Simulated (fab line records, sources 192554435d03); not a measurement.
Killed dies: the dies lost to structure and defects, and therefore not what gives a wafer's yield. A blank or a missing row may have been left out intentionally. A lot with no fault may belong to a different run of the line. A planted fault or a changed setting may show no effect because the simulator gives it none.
fab line records ; flow n5-finfet
[record] lots = 7; wafers = 21
route steps=1938 shown BEOL_M1@768 BEOL_M2@867 BEOL_M3@974
start-h: hours from the record's first day to the start of the lot's first wafer shown ; wait-h: hours from the lot's prior step to this one ; " the same as in the row above ; L1.1+2: one row covering several wafers at once ; - no value, or no start was given ; * or withheld: withheld ; < > ~ a bound
route shown NAME@n: names a module that has steps shown in the file, with the first one's number in the route ; usual: average and standard deviation across the fault-free wafers ; same: alike in all rows ; chamber/n: place in a boat ; sites: each site's reading ; _std_site: standard deviation of those values ; _edge_site: outer sites' mean less inner sites' ; radius-mm: how far each site lies from the wafer's centre ; mask NAME#n: copy n ; behind: the tool/chamber that last shaped the wafer ; hold: why the lot was held/for how many hours/how that ended ; device: transistor that didn't switch, given as n, p or np ; end of line: the route-end tests of the same wafers ; a step without rows: its recipe alone ; killed: at the first sort, the dies lost to defects and structure; wafer yield is something else ; map: dies across one wafer; x = killed, . = not, _ = none there
set.NAME: the run value of the setting; set.NAME@STEP: its run value at that earlier step ; model.NAME: the simulator's own value behind a step, which no gauge read
lots where settings were altered on purpose, with a table for each step and a row for each wafer
[[steps]]
[step N5_BEOL_M1_ETCH_74]
[recipe] chemistry = N2/H2; target = underlayer; target-depth-a = 65; mask-material = CAR-EUV; time-s = 5.2; ion-energy-ev = 200; pressure-mtorr = 30; source-w = 840; bias-w = 150; n2-flow-sccm = 200; h2-flow-sccm = 200; ends = cleared
[usual] rf-vpp-V = 525/3.1
lot.wafer;tool;chamber;start-h;wait-h;set.bias-w;rf-vpp-V
L076.2;rie-diel-04;1;133.23;0.0;150;520
L076.3;rie-diel-04;0;133.23;0.0;150;527
L076.6;rie-diel-04;3;133.23;0.0;150;520
L077.1;rie-diel-04;1;141.13;0.0;127.9;471
L077.3;rie-diel-04;2;141.13;0.0;150;527
L077.5;rie-diel-04;1;141.13;0.0;150;521
L089.1;rie-diel-04;2;215.27;0.0;150;527
L089.4;rie-diel-04;1;215.27;0.0;150;523
L089.5;rie-diel-04;2;215.27;0.0;150;526
L090.2;rie-diel-03;1;215.55;0.0;150;524
L090.3;rie-diel-03;3;215.55;0.0;150;523
L090.6;rie-diel-03;2;215.55;0.0;150;527
L095.1;rie-diel-03;2;252.46;0.0;158.5;546
L095.2;rie-diel-03;0;252.46;0.0;150;529
L095.5;rie-diel-03;3;252.46;0.0;158.5;538
L094.1;rie-diel-01;2;252.65;0.0;150;521
L094.2;rie-diel-01;1;252.65;0.0;150;529
L094.3;rie-diel-01;3;252.65;0.0;150;525
L097.4;rie-diel-04;3;267.93;0.0;150;521
L097.5;rie-diel-04;1;267.93;0.0;174.8;573
L097.6;rie-diel-04;0;267.93;0.0;150;528
[step N5_BEOL_M1_COAT_68]
[recipe] resist = SiARC; temp-c = 220; time-s = 60; spin-rpm = 1500; resist-thk-nm = 12
lot.wafer;tool;chamber;start-h;wait-h;set.spin-rpm;model.SiARC_of_BEOL_M1_COAT_68.thk-nm
L076.2+3+6;litho-track-01;0;-;-;1500;12
L077.1+5;litho-track-05;0;-;-;1648;11.4
L077.3;litho-track-05;0;-;-;1500;12
L089.1+4+5;litho-track-01;0;-;-;1500;12
L090.2+3;litho-track-01;0;-;-;1500;12
L090.6;litho-track-01;0;-;-;1397;12.4
L095.1+2+5;litho-track-02;0;-;-;1500;12
L094.1+3;litho-track-02;0;-;-;1500;12
L094.2;litho-track-02;0;-;-;1445;12.2
L097.4+6;litho-track-02;0;-;-;1500;12
L097.5;litho-track-02;0;-;-;1581;11.8
[step N5_BEOL_M1_COAT_76]
[recipe] resist = underlayer; temp-c = 205; time-s = 60; spin-rpm = 1500; resist-thk-nm = 5
[step N5_BEOL_M1_COAT_22]
[recipe] resist = CAR-EUV; spin-rpm = 1500; resist-thk-nm = 30
[step N5_BEOL_M1_DESCUM_33]
[recipe] chemistry = O2; time-s = 7; source-power-w = 50; bias-power-w = 20; pressure-mtorr = 20; rf-frequency-hz = 2.712e+07; temp-c = 40; resist = CAR-EUV; o2-flow-sccm = 225
[step N5_BEOL_M1_ETCH_77]
[recipe] chemistry = N2/H2; target = underlayer; target-depth-a = 65; mask-material = CAR-EUV; time-s = 5.2; ion-energy-ev = 200; pressure-mtorr = 30; source-w = 840; bias-w = 150; n2-flow-sccm = 200; h2-flow-sccm = 200; ends = cleared
[step N5_BEOL_M1_ETCH_69]
[recipe] chemistry = CF4; target = SiARC; target-depth-a = 156; mask-material = CAR-EUV; time-s = 26; ion-energy-ev = 80; pressure-mtorr = 40; source-w = 545; bias-w = 36; Ar_flow_sccm = 100; cf4-flow-sccm = 100; ends = cleared
[usual] etch-rf-on-time-s = 25.8/0.39
lot.wafer;tool;chamber;start-h;wait-h;set.spin-rpm@BEOL_M1_COAT_68;etch-rf-on-time-s;model.etch.depth-nm
L076.2;rie-diel-03;3;134.51;0.0;1500;26.1;12
L076.3;rie-diel-03;0;134.51;0.0;1500;25.6;12
L076.6;rie-diel-03;1;134.51;0.0;1500;25.9;12
L077.1;rie-diel-03;0;142.01;0.0;1648;24.3;11.48
L077.3;rie-diel-03;3;142.01;0.0;1500;26.0;12.06
L077.5;rie-diel-03;0;142.01;0.0;1648;24.4;11.48
L089.1;rie-diel-03;2;216.50;0.0;1500;25.3;11.98
L089.4;rie-diel-03;3;216.50;0.0;1500;26.2;12
L089.5;rie-diel-03;3;216.50;0.0;1500;26.0;11.97
L090.2;rie-diel-03;1;216.95;0.0;1500;25.8;11.94
L090.3;rie-diel-03;2;216.95;0.0;1500;25.3;11.91
L090.6;rie-diel-03;3;216.95;0.0;1397;26.9;12.42
L095.1;rie-diel-01;0;254.10;0.0;1500;26.2;12.05
L095.2;rie-diel-01;1;254.10;0.0;1500;25.9;12.02
L095.5;rie-diel-01;0;254.10;0.0;1500;26.1;12.05
L094.1;rie-diel-01;3;254.21;0.0;1500;25.0;12.05
L094.2;rie-diel-01;2;254.21;0.0;1445;25.9;12.23
L094.3;rie-diel-01;1;254.21;0.0;1500;25.9;12.01
L097.4;rie-diel-01;3;268.87;0.0;1500;24.9;12.02
L097.5;rie-diel-01;3;268.87;0.0;1581;24.3;11.71
L097.6;rie-diel-01;2;268.87;0.0;1500;25.6;12.01
[step N5_BEOL_M1_ALD_98]
[recipe] material = SiO2; target-thk-a = 25; temp-c = 100; ald-precursor-family = BDEAS; ald-co-reactant = O2-plasma; pulse-time-s = 1; co-reactant-pulse-time-s = 1; purge-time-s = 2; co-reactant-purge-time-s = 2; ald-cycles = 17; pressure-torr = 2
[step N5_BEOL_M1_ETCHBACK_99]
[recipe] chemistry = CHF3; target = SiO2; target-depth-a = 50; time-s = 10.4; source-w = 215; bias-w = 47; Ar_flow_sccm = 200; CHF3_flow_sccm = 12; ion-energy-ev = 100; pressure-mtorr = 30
lot.wafer;tool;chamber;start-h;wait-h;set.spin-rpm@BEOL_M1_COAT_68;model.CAR-EUV_of_BEOL_M1_COAT_22.thk-nm
L076.2+3+6;rie-diel-03;0,1,2;136.34;1.7;1500;10.2
L077.1+5;rie-diel-03;1,2;146.05;3.8;1648;10.8
L077.3;rie-diel-03;3;146.05;3.8;1500;10.4
L089.1+4+5;rie-diel-01;0,1,3;218.96;2.3;1500;10.4
L090.2+3;rie-diel-01;3,2;223.46;6.4;1500;10.4
L090.6;rie-diel-01;1;223.46;6.4;1397;10.2
L095.1+2;rie-diel-04;1,2;254.33;0.1;1500;10.4
L095.5;rie-diel-04;3;254.33;0.1;1500;10.6
L094.1;rie-diel-01;1;254.42;0.1;1500;10.4
L094.2;rie-diel-01;0;254.42;0.1;1445;10.2
L094.3;rie-diel-01;2;254.42;0.1;1500;10.6
L097.4+6;rie-diel-01;1,2;271.59;2.1;1500;10.6
L097.5;rie-diel-01;3;271.59;2.1;1581;10.8
[step N5_BEOL_M1_ETCH_70]
[recipe] chemistry = N2/H2; target = SOC; target-depth-a = 800; overetch-a = 160; mask-material = SiARC; temp-c = 40; time-s = 120; ion-energy-ev = 200; pressure-mtorr = 30; source-w = 840; bias-w = 150; n2-flow-sccm = 200; h2-flow-sccm = 200
lot.wafer;tool;chamber;start-h;wait-h;set.spin-rpm@BEOL_M1_COAT_68;model.SiARC_of_BEOL_M1_COAT_68.thk-nm
L076.2;rie-diel-03;0;136.37;0.0;1500;6.2
L076.3+6;rie-diel-03;1,2;136.37;0.0;1500;6.4
L077.1+5;rie-diel-03;1,2;146.09;0.0;1648;5.8
L077.3;rie-diel-03;3;146.09;0.0;1500;6.4
L089.1+4;rie-diel-01;0,1;219.00;0.0;1500;6.4
L089.5;rie-diel-01;3;219.00;0.0;1500;6
L090.2;rie-diel-01;3;223.50;0.0;1500;6
L090.3;rie-diel-01;2;223.50;0.0;1500;6.2
L090.6;rie-diel-01;1;223.50;0.0;1397;6.8
L095.1+5;rie-diel-04;1,3;254.37;0.0;1500;6.4
L095.2;rie-diel-04;2;254.37;0.0;1500;6.6
L094.1;rie-diel-01;1;254.46;0.0;1500;6.4
L094.2;rie-diel-01;0;254.46;0.0;1445;6.6
L094.3;rie-diel-01;2;254.46;0.0;1500;6.2
L097.4+6;rie-diel-01;1,2;271.65;0.0;1500;6.2
L097.5;rie-diel-01;3;271.65;0.0;1581;5.8
[step N5_BEOL_M2_COAT_67]
[recipe] resist = SOC; temp-c = 250; time-s = 60; spin-rpm = 1500; resist-thk-nm = 60
lot.wafer;tool;chamber;start-h;wait-h;set.spin-rpm;model.SOC_of_BEOL_M2_COAT_67.thk-nm
L076.2+6;litho-track-04;0;143.87;0.0;1500;60.2
L076.3;litho-track-04;0;143.87;0.0;1500;60.4
L077.1+5;litho-track-04;0;155.14;0.0;1500;59.8
L077.3;litho-track-04;0;155.14;0.0;1397;62.2
L089.1+4;litho-track-01;0;225.52;0.0;1668;56.8
L089.5;litho-track-01;0;225.52;0.0;1500;59.8
L090.2;litho-track-01;0;230.45;0.0;1500;60.2
L090.3;litho-track-01;0;230.45;0.0;1500;59.8
L090.6;litho-track-01;0;230.45;0.0;1500;60
L095.1;litho-track-03;0;261.87;0.0;1647;57.4
L095.2+5;litho-track-03;0;261.87;0.0;1500;60.2
L094.1;litho-track-01;0;262.10;0.0;1500;60.4
L094.2+3;litho-track-01;0;262.10;0.0;1500;60.2
L097.4;litho-track-04;0;277.69;0.0;1651;57.2
L097.5;litho-track-04;0;277.69;0.0;1651;57
L097.6;litho-track-04;0;277.69;0.0;1500;59.8
[step N5_BEOL_M2_COAT_68]
[recipe] resist = SiARC; temp-c = 220; time-s = 60; spin-rpm = 1500; resist-thk-nm = 12
lot.wafer;tool;chamber;start-h;wait-h;set.spin-rpm
L076.2+3+6;litho-track-04;0;-;-;1500
L077.1+3+5;litho-track-04;0;-;-;1500
L089.1;litho-track-01;0;-;-;1559
L089.4+5;litho-track-01;0;-;-;1500
L090.2+3+6;litho-track-01;0;-;-;1500
L095.1+2;litho-track-03;0;-;-;1500
L095.5;litho-track-03;0;-;-;1349
L094.1+3;litho-track-01;0;-;-;1500
L094.2;litho-track-01;0;-;-;1571
L097.4+5+6;litho-track-04;0;-;-;1500
[step N5_BEOL_M2_COAT_76]
[recipe] resist = underlayer; temp-c = 205; time-s = 60; spin-rpm = 1500; resist-thk-nm = 5
[step N5_BEOL_M2_COAT_22]
[recipe] resist = CAR-EUV; spin-rpm = 1500; resist-thk-nm = 30
[step N5_BEOL_M2_DESCUM_33]
[recipe] chemistry = O2; time-s = 7; source-power-w = 50; bias-power-w = 20; pressure-mtorr = 20; rf-frequency-hz = 2.712e+07; temp-c = 40; resist = CAR-EUV; o2-flow-sccm = 225
[step N5_BEOL_M2_ETCH_77]
[recipe] chemistry = N2/H2; target = underlayer; target-depth-a = 65; mask-material = CAR-EUV; time-s = 5.2; ion-energy-ev = 200; pressure-mtorr = 30; source-w = 840; bias-w = 150; n2-flow-sccm = 200; h2-flow-sccm = 200; ends = cleared
[step N5_BEOL_M2_ETCH_69]
[recipe] chemistry = CF4; target = SiARC; target-depth-a = 156; mask-material = CAR-EUV; time-s = 26; ion-energy-ev = 80; pressure-mtorr = 40; source-w = 545; bias-w = 36; Ar_flow_sccm = 100; cf4-flow-sccm = 100; ends = cleared
lot.wafer;tool;chamber;start-h;wait-h;set.spin-rpm@BEOL_M2_COAT_68;model.CAR-EUV_of_BEOL_M2_COAT_22.thk-nm;model.etch.depth-nm
L076.2;rie-diel-06;1;144.32;0.0;1500;11.4;11.99
L076.3;rie-diel-06;3;144.32;0.0;1500;11.4;11.97
L076.6;rie-diel-06;1;144.32;0.0;1500;11.4;11.95
L077.1;rie-diel-02;1;155.60;0.0;1500;11;11.98
L077.3;rie-diel-02;0;155.60;0.0;1500;11.2;12.01
L077.5;rie-diel-02;3;155.60;0.0;1500;11;11.97
L089.1;rie-diel-05;3;226.27;0.0;1559;11.2;11.77
L089.4;rie-diel-05;0;226.27;0.0;1500;11.2;11.96
L089.5;rie-diel-05;3;226.27;0.0;1500;11.2;11.97
L090.2;rie-diel-05;2;230.97;0.0;1500;11;12.04
L090.3;rie-diel-05;3;230.97;0.0;1500;11;12.05
L090.6;rie-diel-05;0;230.97;0.0;1500;11;12.02
L095.1;rie-diel-02;2;262.41;0.0;1500;11.2;11.98
L095.2;rie-diel-02;3;262.41;0.0;1500;11.2;12.02
L095.5;rie-diel-02;0;262.41;0.0;1349;10.6;12.66
L094.1;rie-diel-02;1;262.65;0.0;1500;11;11.97
L094.2;rie-diel-02;0;262.65;0.0;1571;11.4;11.71
L094.3;rie-diel-02;2;262.65;0.0;1500;11.2;11.98
L097.4;rie-diel-06;1;278.17;0.0;1500;11.2;11.98
L097.5;rie-diel-06;2;278.17;0.0;1500;11.2;12.02
L097.6;rie-diel-06;3;278.17;0.0;1500;11.2;11.95
[step N5_BEOL_M2_ALD_98]
[recipe] material = SiO2; target-thk-a = 25; temp-c = 100; ald-precursor-family = BDEAS; ald-co-reactant = O2-plasma; pulse-time-s = 1; co-reactant-pulse-time-s = 1; purge-time-s = 2; co-reactant-purge-time-s = 2; ald-cycles = 17; pressure-torr = 2
[step N5_BEOL_M2_ETCHBACK_99]
[recipe] chemistry = CHF3; target = SiO2; target-depth-a = 50; time-s = 10.4; source-w = 215; bias-w = 47; Ar_flow_sccm = 200; CHF3_flow_sccm = 12; ion-energy-ev = 100; pressure-mtorr = 30
[step N5_BEOL_M2_ETCH_70]
[recipe] chemistry = N2/H2; target = SOC; target-depth-a = 800; overetch-a = 240; mask-material = SiARC; temp-c = 40; time-s = 130; ion-energy-ev = 200; pressure-mtorr = 30; source-w = 840; bias-w = 150; n2-flow-sccm = 200; h2-flow-sccm = 200
lot.wafer;tool;chamber;start-h;wait-h;set.spin-rpm@BEOL_M2_COAT_67;model.etch.depth-nm
L076.2;rie-diel-05;3;146.15;0.0;1500;60.23
L076.3;rie-diel-05;1;146.15;0.0;1500;60.32
L076.6;rie-diel-05;3;146.15;0.0;1500;60.13
L077.1;rie-diel-06;1;159.08;0.0;1500;59.87
L077.3;rie-diel-06;0;159.08;0.0;1397;62.24
L077.5;rie-diel-06;0;159.08;0.0;1500;59.79
L089.1;rie-diel-05;0;236.45;0.0;1668;56.74
L089.4;rie-diel-05;1;236.45;0.0;1668;56.8
L089.5;rie-diel-05;2;236.45;0.0;1500;59.88
L090.2;rie-diel-02;3;241.96;0.0;1500;60.15
L090.3;rie-diel-02;2;241.96;0.0;1500;59.86
L090.6;rie-diel-02;2;241.96;0.0;1500;60.08
L095.1;rie-diel-06;0;262.66;0.0;1647;57.4
L095.2;rie-diel-06;3;262.66;0.0;1500;60.17
L095.5;rie-diel-06;3;262.66;0.0;1500;60.15
L094.1;rie-diel-05;1;263.01;0.0;1500;60.3
L094.2;rie-diel-05;0;263.01;0.0;1500;60.26
L094.3;rie-diel-05;2;263.01;0.0;1500;60.2
L097.4;rie-diel-02;3;281.27;0.0;1651;57.14
L097.5;rie-diel-02;2;281.27;0.0;1651;56.98
L097.6;rie-diel-02;3;281.27;0.0;1500;59.84
[step N5_BEOL_M2_STRIP_71]
[recipe] chemistry = N2/H2; temp-c = 40; n2-flow-sccm = 200; h2-flow-sccm = 200; rf-frequency-hz = 6e+07
[step N5_BEOL_M2_STRIP_78]
[recipe] chemistry = N2/H2; temp-c = 40; n2-flow-sccm = 200; h2-flow-sccm = 200; rf-frequency-hz = 6e+07
[step N5_BEOL_M2_VIA_ETCH_34]
[recipe] chemistry = C4F6/O2; target-depth-a = 694; mask-material = SOC; pressure-mtorr = 15; ion-energy-ev = 250; taper-deg = 4; time-s = 65.9; source-w = 350; bias-w = 170; Ar_flow_sccm = 300; C4F6_flow_sccm = 10; O2_flow_sccm = 10
lot.wafer;tool;chamber;start-h;wait-h;set.spin-rpm@BEOL_M2_COAT_67;model.SOC_of_BEOL_M2_COAT_67.thk-nm
L076.2+3;rie-diel-05;3,1;146.26;0.0;1500;52.2
L076.6;rie-diel-05;3;146.26;0.0;1500;52
L077.1;rie-diel-06;1;159.18;0.0;1500;51.8
L077.3;rie-diel-06;0;159.18;0.0;1397;54
L077.5;rie-diel-06;0;159.18;0.0;1500;51.4
L089.1+4;rie-diel-05;0,1;236.55;0.0;1668;48.6
L089.5;rie-diel-05;2;236.55;0.0;1500;51.8
L090.2;rie-diel-02;3;242.07;0.0;1500;52
L090.3+6;rie-diel-02;2;242.07;0.0;1500;51.8
L095.1;rie-diel-06;0;262.77;0.0;1647;49.2
L095.2+5;rie-diel-06;3;262.77;0.0;1500;52
L094.1+2;rie-diel-05;1,0;263.11;0.0;1500;52.2
L094.3;rie-diel-05;2;263.11;0.0;1500;52
L097.4;rie-diel-02;3;281.38;0.0;1651;49.2
L097.5;rie-diel-02;2;281.38;0.0;1651;49
L097.6;rie-diel-02;3;281.38;0.0;1500;51.8
[step N5_BEOL_M3_ETCH_70]
[recipe] chemistry = N2/H2; target = SOC; target-depth-a = 800; overetch-a = 160; mask-material = SiARC; temp-c = 40; time-s = 120; ion-energy-ev = 200; pressure-mtorr = 30; source-w = 840; bias-w = 150; n2-flow-sccm = 200; h2-flow-sccm = 200
lot.wafer;tool;chamber;start-h;wait-h;set.time-s;model.SiARC_of_BEOL_M3_COAT_68.thk-nm
L076.2+3+6;rie-diel-03;3,0,3;156.89;0.0;120;6.4
L077.1;rie-diel-01;3;167.04;0.0;120;6
L077.3;rie-diel-01;1;167.04;0.0;120;6.2
L077.5;rie-diel-01;0;167.04;0.0;128.5;6
L089.1;rie-diel-03;3;247.86;0.0;120;6.6
L089.4+5;rie-diel-03;1,3;247.86;0.0;120;6.4
L090.2;rie-diel-01;3;249.17;0.0;93.04;7.4
L090.3+6;rie-diel-01;2;249.17;0.0;93.04;7.6
L095.1+2;rie-diel-03;2,1;271.73;0.0;120;6.4
L095.5;rie-diel-03;1;271.73;0.0;96.66;7.4
L094.1;rie-diel-04;0;280.80;0.0;120;6.2
L094.2;rie-diel-04;1;280.80;0.0;134;5.8
L094.3;rie-diel-04;2;280.80;0.0;134;5.6
L097.4;rie-diel-04;2;288.02;0.0;97.72;7.4
L097.5;rie-diel-04;0;288.02;0.0;120;6.2
L097.6;rie-diel-04;1;288.02;0.0;120;6.4
[[key]]
[split] step = N5_BEOL_M1_ETCH_74; setting = bias-w; stated = 150; by = wafer
[response] step = N5_BEOL_M1_ETCH_74; reading = rf-vpp-V; change = +3.18; per = 1%; r = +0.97
[split] step = N5_BEOL_M1_COAT_68; setting = spin-rpm; stated = 1500; by = wafer
[response] step = N5_BEOL_M1_COAT_68; reading = model.SiARC_of_BEOL_M1_COAT_68.thk-nm; change = -0.056; per = 1%; r = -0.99
[response] step = N5_BEOL_M1_ETCH_69; reading = etch-rf-on-time-s; change = *; per = 1%; r = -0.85
[response] step = N5_BEOL_M1_ETCH_69; reading = model.etch.depth-nm; change = -0.0618; per = 1%; r = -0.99
[response] step = N5_BEOL_M1_ETCHBACK_99; reading = model.CAR-EUV_of_BEOL_M1_COAT_22.thk-nm; change = +0.0401; per = 1%; r = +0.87
[response] step = N5_BEOL_M1_ETCH_70; reading = model.SiARC_of_BEOL_M1_COAT_68.thk-nm; change = -0.0748; per = 1%; r = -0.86
[split] step = N5_BEOL_M2_COAT_67; setting = spin-rpm; stated = 1500; by = wafer
[response] step = N5_BEOL_M2_COAT_67; reading = model.SOC_of_BEOL_M2_COAT_67.thk-nm; change = -0.283; per = 1%; r = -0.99
[response] step = N5_BEOL_M2_ETCH_70; reading = model.etch.depth-nm; change = -0.288; per = 1%; r = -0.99
[response] step = N5_BEOL_M2_VIA_ETCH_34; reading = model.SOC_of_BEOL_M2_COAT_67.thk-nm; change = -0.289; per = 1%; r = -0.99
[split] step = N5_BEOL_M2_COAT_68; setting = spin-rpm; stated = 1500; by = wafer
[response] step = N5_BEOL_M2_ETCH_69; reading = model.CAR-EUV_of_BEOL_M2_COAT_22.thk-nm; change = +0.0536; per = 1%; r = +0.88
[response] step = N5_BEOL_M2_ETCH_69; reading = model.etch.depth-nm; change = -0.0625; per = 1%; r = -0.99
[split] step = N5_BEOL_M3_ETCH_70; setting = time-s; stated = 120; by = wafer
[response] step = N5_BEOL_M3_ETCH_70; reading = model.SiARC_of_BEOL_M3_COAT_68.thk-nm; change = -0.051; per = 1%; r = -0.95
